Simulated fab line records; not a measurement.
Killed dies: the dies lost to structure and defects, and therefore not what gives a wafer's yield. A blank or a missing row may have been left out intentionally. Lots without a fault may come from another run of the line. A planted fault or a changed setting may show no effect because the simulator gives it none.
Split-lot study ; flow n5-finfet ; 7 lots, 21 wafers read, on a route of 1938 steps

== ON THE SPLIT ==
At N5_MOL_CONTACT_COAG_COAT_64 (time 60 s, resist thk 10 nm), the setting spin-rpm was moved away from the recipe's 1500 rpm on 4 of the 21 wafers read, by -6.7% to +8.1%. All remaining wafers had this setting at the recipe value.

== FROM THE SPLIT TO THE READING: what the file shows between them, 3 steps ==
- N5_MOL_CONTACT_COAG_COAT_34: resist thk 40 nm
- N5_MOL_CONTACT_COAG_EBR_36
- N5_MOL_CONTACT_COAG_DESCUM_45: chemistry O2, time 7 s

== THE READING ==
etch.depth-nm (the simulator's own value, which no gauge read), in nm, at N5_MOL_CONTACT_COAG_ETCH_65 (etches underlayer in N2/H2, target depth 13 nm, time 10.4 s). The file gives no usual value for it. Here, 17 wafers ran the recipe; their average is 10.004 nm with a standard deviation of 0.027 nm.

wafer;tool, chamber at the split;spin-rpm as run, rpm;against the recipe;etch.depth-nm, nm;against lot-mates on the recipe
L075.1;litho-track-03, 0;1500;recipe;9.982;-
L075.2;litho-track-03, 0;1399;-6.7%;10.37;+0.380
L075.3;litho-track-03, 0;1500;recipe;9.998;-
L076.2;litho-track-04, 0;1500;recipe;9.977;-
L076.4;litho-track-04, 0;1500;recipe;9.974;-
L076.6;litho-track-04, 0;1562;+4.1%;9.75;-0.226
L081.2;litho-track-02, 0;1500;recipe;10.04;-
L081.3;litho-track-02, 0;1500;recipe;9.988;-
L081.6;litho-track-02, 0;1500;recipe;10.01;-
L086.1;litho-track-03, 0;1500;recipe;10.05;-
L086.3;litho-track-03, 0;1500;recipe;10.03;-
L086.5;litho-track-03, 0;1500;recipe;10.07;-
L087.3;litho-track-04, 0;1500;recipe;9.998;-
L087.4;litho-track-04, 0;1500;recipe;9.997;-
L087.5;litho-track-04, 0;1500;recipe;9.999;-
L091.2;litho-track-04, 0;1500;recipe;9.972;-
L091.3;litho-track-04, 0;1500;recipe;9.978;-
L091.4;litho-track-04, 0;1500;recipe;10;-
L092.1;litho-track-02, 0;1621;+8.1%;9.657;-0.353
L092.4;litho-track-02, 0;1500;recipe;10.01;-
L092.6;litho-track-02, 0;1621;+8.1%;9.636;-0.374

THE FIT
A straight line over all 21 wafers: etch.depth-nm changes by -0.0484 nm for each +1% of spin-rpm; r = -0.98; the points scatter about the line by 0.032 nm.
The same after taking each lot's own level away (the mean of its wafers on the recipe; 21 wafers): -0.0489 nm for each +1%; r = -0.99; scatter 0.02 nm.
That fit puts the effect of the largest move of spin-rpm on the reading at 0.39 nm.
Measured against the standard deviation above, the lots' own levels, which go from 9.9755 to 10.0500 nm, span 2.7 times it.
The two slopes are in agreement: the lot-to-lot level therefore moves the slope only a little.
Check: -0.41 nm against its lot-mates is what the line predicts for one of the wafers moved furthest among these (+8.1%) when that wafer is left out of the fit. It came out at -0.353 nm against them.

== THE WHOLE CHAIN: every reading that the file lists as answering this split, in the file's order ==
step;what it does;reading;change (the file's fit);r (the file's)
N5_MOL_CONTACT_COAG_COAT_64;time 60 s, resist thk 10 nm;underlayer_of_MOL_CONTACT_COAG_COAT_64.thk-nm (the simulator's own value, which no gauge read);-0.0529 nm for each +1% of the setting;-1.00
N5_MOL_CONTACT_COAG_ETCH_65;etches underlayer in N2/H2, target depth 13 nm, time 10.4 s;etch.depth-nm (the simulator's own value, which no gauge read);-0.0501 nm for each +1% of the setting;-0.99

== THE FILE'S OWN FIT ==
etch.depth-nm changes by -0.0501 nm for each +1% of spin-rpm, r = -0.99.
